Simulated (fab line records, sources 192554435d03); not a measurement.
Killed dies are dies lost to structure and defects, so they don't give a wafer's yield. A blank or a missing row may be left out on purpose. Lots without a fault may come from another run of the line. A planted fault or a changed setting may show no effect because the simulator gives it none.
A struck lot beside a sound one | flow n5_finfet | 27 steps out of a route of 1938
Sound: wafers L146.2, L146.3, L146.5. Struck: wafers L136.1, L136.2, L136.6. The cause comes at the end.
At each step with rows: each side's tool, then ch and its chambers, then its first start. Under that, the readings that differ: sound wafers | struck wafers | difference of the means | sigmas: that difference in standard deviations of wafers without a fault.
alike: readings whose means differ by less than 2 such deviations, and words and numbers that are the same on both sides. not compared: withheld readings, readings that some wafer has no value for, bounds like >300 that may hide the same value, and numbers for which the record gives no deviation and whose values overlap.
The two part at a step that has a row with sigmas, a row that says differs or no value, or rows on one side only. Numbers that don't overlap but have no deviation are shown without sigmas and don't part them. A reading that every wafer of one side lacks parts them only if that side has two wafers or more.

first, 8 steps without rows for these wafers: N5_BEOL_M0_CMP_120 (polishes, stops on SiOC, t overpolish 6.9 s); N5_BEOL_M0_PRE_CLEAN_131 (time 15 s); N5_BEOL_M0_CO_CAP_123 (material Co, precursor CCTBA/H2, target thk 2 nm, time 102.1 s); N5_BEOL_M0_PRE_CLEAN_124 (time 15 s); N5_BEOL_M0_DEP_125 (deposits SiCN from 3MS/NH3, target thk 8 nm, time 14 s); N5_BEOL_M1_ILD_DEP_00 (deposits SiOC from DEMS/O2, target thk 79 nm, time 15.3 s); N5_BEOL_M1_PECVD_72 (deposits SiO2 from TEOS/O2, target thk 16 nm, time 18 s); N5_BEOL_M1_HM_DEP_02 (deposits TiN, target thk 20 nm).
N5_BEOL_M1_COAT_61: time 60 s, resist thk 60 nm.
  sound on litho_track-03 ch 0, day 11 18:47; struck on litho_track-01 ch 0, day 9 10:47
  reading                                  | sound                | struck               | difference | sigmas
  spin_speed_rpm (rpm)                     | 1499.5 1499.8 1500.0 | 1611.9 1613.2 1612.7 | +112.8     | +99 or more
  model.SOC_of_BEOL_M1_COAT_61.thk_nm (nm) | 60 60 60.2           | 57.8 57.8 58         | -2.2       |
then, 11 steps without rows for these wafers: N5_BEOL_M1_COAT_62 (time 60 s, resist thk 12 nm); N5_BEOL_M1_COAT_73 (time 60 s, resist thk 5 nm); N5_BEOL_M1_COAT_05 (resist thk 30 nm); N5_BEOL_M1_EBR_07; N5_BEOL_M1_SOFTBAKE_06 (time 60 s); N5_BEOL_M1_EXPOSE_08 (exposes mask M1); N5_BEOL_M1_PEB_09 (peb time 60 s); N5_BEOL_M1_DEVELOP_10 (develop time 30 s); N5_BEOL_M1_DESCUM_16 (chemistry O2, time 7 s); N5_BEOL_M1_ETCH_74 (etches underlayer in N2/H2, target depth 6.5 nm, time 5.2 s); N5_BEOL_M1_ETCH_63 (etches SiARC in CF4, target depth 15.6 nm, time 26 s).
N5_BEOL_M1_ETCH_64: etches SOC in N2/H2, target depth 75 nm, overetch 15 nm, time 112.5 s.
  sound on rie_diel-05 ch 0,3, day 11 19:35; struck on rie_diel-01 ch 1,2, day 9 11:15
  reading                  | sound             | struck            | difference | sigmas
  model.etch.depth_nm (nm) | 60.03 59.93 60.11 | 57.79 57.81 57.92 | -2.18      |
  alike: drypump_motor_current_A, oes_product_au, rf_vpp_V, showerhead_plenum_p_Torr, throttle_valve_pct
  not compared: rf_hours_counter_h
then, 3 steps without rows for these wafers: N5_BEOL_M1_STRIP_65 (strips in N2/H2); N5_BEOL_M1_STRIP_75 (strips in N2/H2); N5_BEOL_M1_STRIP_66 (strips in CF4).
N5_BEOL_M1_HM_OPEN_17: chemistry Cl2/BCl3, target TiN, target depth 20 nm, overetch 6 nm.
  sound on rie_metal-01 ch 1, day 11 19:45; struck on rie_metal-03 ch 0,1, day 9 11:25
  reading                                  | sound        | struck     | difference | sigmas
  model.SOC_of_BEOL_M1_COAT_61.thk_nm (nm) | 51.8 51.8 52 | 49.8 50 50 | -1.9       |
  alike: drypump_motor_current_A, mfc_cl2_sccm, oes_product_au, throttle_valve_pct
  not compared: rf_hours_counter_h
then, 1 step without rows for these wafers: N5_BEOL_M1_STRIP_19 (strips in O2).
-- the record jumps here: 2 days lie between the struck wafers' starts before and after (it left off in module BEOL_M1 and takes up again in module BEOL_M4, whose first step shown is number 1111 of the route) --
N5_BEOL_M4_RC_MEAS_101:
  sound on prober-01 ch 0, day 13 22:19; struck on prober-02 ch 0, day 11 14:33
  alike: DIBL_N, DIBL_P, IOFF_N, IOFF_P, ION_N, ION_P, SS_N, SS_P, VT_N, VT_P

WHERE THEY PART
Only at N5_BEOL_M1_COAT_61, within this record. Later steps at which nothing parts them and some readings are alike: N5_BEOL_M1_ETCH_64, N5_BEOL_M1_HM_OPEN_17, N5_BEOL_M4_RC_MEAS_101.

WHY: what the simulator had put in
Process parameter drift: litho_track-01, from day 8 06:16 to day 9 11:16, at N5_BEOL_M1_COAT_61. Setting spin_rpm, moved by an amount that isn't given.
